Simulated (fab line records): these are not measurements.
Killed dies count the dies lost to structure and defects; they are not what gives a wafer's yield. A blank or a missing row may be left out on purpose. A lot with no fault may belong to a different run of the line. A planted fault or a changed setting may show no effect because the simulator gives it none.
A lot that was struck, set against a sound lot ; flow n5_finfet ; 35 steps out of a route of 1938
Sound: the wafers L215.1, L215.4, L215.6. Struck: wafer L201.3. (L201.6 of the same lot was not struck and is left out.) The cause comes at the end.
Order at every step that has rows: each side's tool, ch and its chambers, its first start. Under that, the readings that differ: sound wafers ; struck wafers ; difference of the means ; sigmas: that difference in standard deviations of wafers without a fault.
alike: a reading whose means differ by less than 2 such deviations, as well as words and numbers matching on both sides. not compared: withheld readings; readings where some wafer has no value; bounds like >300 that might hide an equal value; numbers whose values overlap and for which the record gives no deviation.
The two part at a step that has a row with sigmas, a row that says differs or no value, or rows on one side only. Numbers that don't overlap but have no deviation are shown without sigmas and don't part them. A reading missing from all wafers of one side parts the sides only when that side holds two or more wafers.

first, 12 steps without rows for these wafers: N5_SD_EPI_P_STRIP_38 (strips in N2/H2); N5_SD_EPI_P_ETCHBACK_46 (etches SiNx in CH3F/O2, stops on SiO2, target depth 17.5 nm); N5_SD_EPI_P_ETCH_47 (etches SiOCN in CH3F/O2, target depth 25 nm); N5_SD_EPI_P_ETCH_16 (etches SiO2 in CHF3/O2, target depth 5 nm); N5_SD_EPI_P_STRIP_50 (strips in CHF3/O2); N5_SD_EPI_P_SD_RECESS_17 (chemistry HBr/Cl2/O2, target depth 39.1 nm, bt time 3 s); N5_SD_EPI_P_WET_ETCH_45 (etches SiO2 in dHF, time 10.7 s, target depth 2 nm, rinse time 30 s); N5_SD_EPI_P_STRIP_40 (strips in N2/H2); N5_SD_EPI_P_PRECLEAN_52 (cleans in O3/DIW, time 60 s); N5_SD_EPI_P_SRD_20 (time 30 s); N5_SD_EPI_P_PRECLEAN_51 (cleans in NF3:NH3, afs cycles 1, time 20 s, sublimation time 60 s); N5_SD_EPI_P_VAPOR_ETCH_44 (etches SiGe30 in NF3/Ar, time 3.3 s).
N5_SD_EPI_P_EPI_21: deposits SiGe:B, time 355 s.
  sound on epi_rpcvd-03 ch 0, day 8 20:35; struck on epi_rpcvd-02 ch 0, day 5 10:50
reading;sound;struck;difference;sigmas
epi_growth_time_s (s);355 355 355;374.9;+19.9;
model.SiGe-B_of_SD_EPI_P_EPI_21.thk_nm (nm);60.4 60.6 60;64;+4;
then, 20 steps without rows for these wafers: N5_SD_EPI_P_HM_STRIP_48 (strips SiNx in H3PO4, material SiNx, target depth 3 nm); N5_SD_EPI_P_SRD_49 (time 30 s); N5_SD_EPI_P_PRECLEAN_24 (cleans in O3/DIW, time 45 s); N5_SD_EPI_P_PRECLEAN_32 (cleans in dHF, time 10 s); N5_SD_EPI_P_PRECLEAN_33 (cleans in SC2, time 45 s); N5_SD_EPI_P_SRD_25 (time 30 s); N5_SD_ACTIVATION_RTA_00 (time 0 s); N5_SD_ACTIVATION_LSA_01 (time 0.0008 s); N5_ILD0_LINER_00 (material SiNx, target thk 4 nm, pulse time 1 s, purge time 2 s); N5_ILD0_FCVD_FILL_01 (material SiO2 flowable, target thk 200 nm, time 328.3 s); N5_ILD0_CURE_02 (time 1800 s); N5_ILD0_CMP_03 (polishes, stops on SiNx, t overpolish 1.9 s, target thk 197.38 nm); N5_ILD0_CMP_07 (polishes SiO2 flowable, stops on poly-Si, t overpolish 1.18 s, target thk 138.88 nm); N5_ILD0_PRECLEAN_10 (cleans in NF3:NH3, afs cycles 5, time 20 s, sublimation time 60 s); N5_ILD0_ALD_15 (deposits SiNx, target thk 24 nm, pulse time 1 s, ald cycles 480); N5_ILD0_CMP_12 (polishes SiNx, stops on poly-Si, t overpolish 6 s, target thk 17.67 nm); N5_SDB_HM_DEP_00 (deposits SiNx from SiH4/NH3/N2, target thk 40 nm, time 35.3 s); N5_SDB_COAT_03 (time 60 s, resist thk 100 nm); N5_SDB_COAT_04 (time 60 s, resist thk 18 nm); N5_SDB_COAT_05 (resist thk 90 nm).
N5_MOL_CONTACT_COAG_ETCH_110: etches Si in CF4/O2, target depth 2.5 nm, time 8 s.
  sound on rie_diel-04 ch 2,3, day 10 05:49; struck on rie_diel-01 ch 2, day 6 21:01
reading;sound;struck;difference;sigmas
throttle_valve_pct (%);10.83 10.24 10.23;10.96;+0.53;+2
model.SiGe-B_of_SD_EPI_P_EPI_21.thk_nm (nm);57.6 57.6 57;61;+4;
  alike: chamber_pressure_mTorr, drypump_motor_current_A, oes_product_au, rf_vpp_V, showerhead_plenum_p_Torr
  not compared: rf_hours_counter_h
-- the record jumps here: 8 days lie between the struck wafers' starts before and after (it left off in module MOL_CONTACT_COAG and takes up again in module PASSIVATION, whose first step shown is number 1936 of the route) --
N5_PASSIVATION_PROBE_49:
  record: rows for the struck wafers here (prober-02, day 15 04:28), none for the sound ones

WHERE THEY PART
First at N5_MOL_CONTACT_COAG_ETCH_110; last, within this record, at N5_PASSIVATION_PROBE_49.

WHY: what had been put in by the simulator
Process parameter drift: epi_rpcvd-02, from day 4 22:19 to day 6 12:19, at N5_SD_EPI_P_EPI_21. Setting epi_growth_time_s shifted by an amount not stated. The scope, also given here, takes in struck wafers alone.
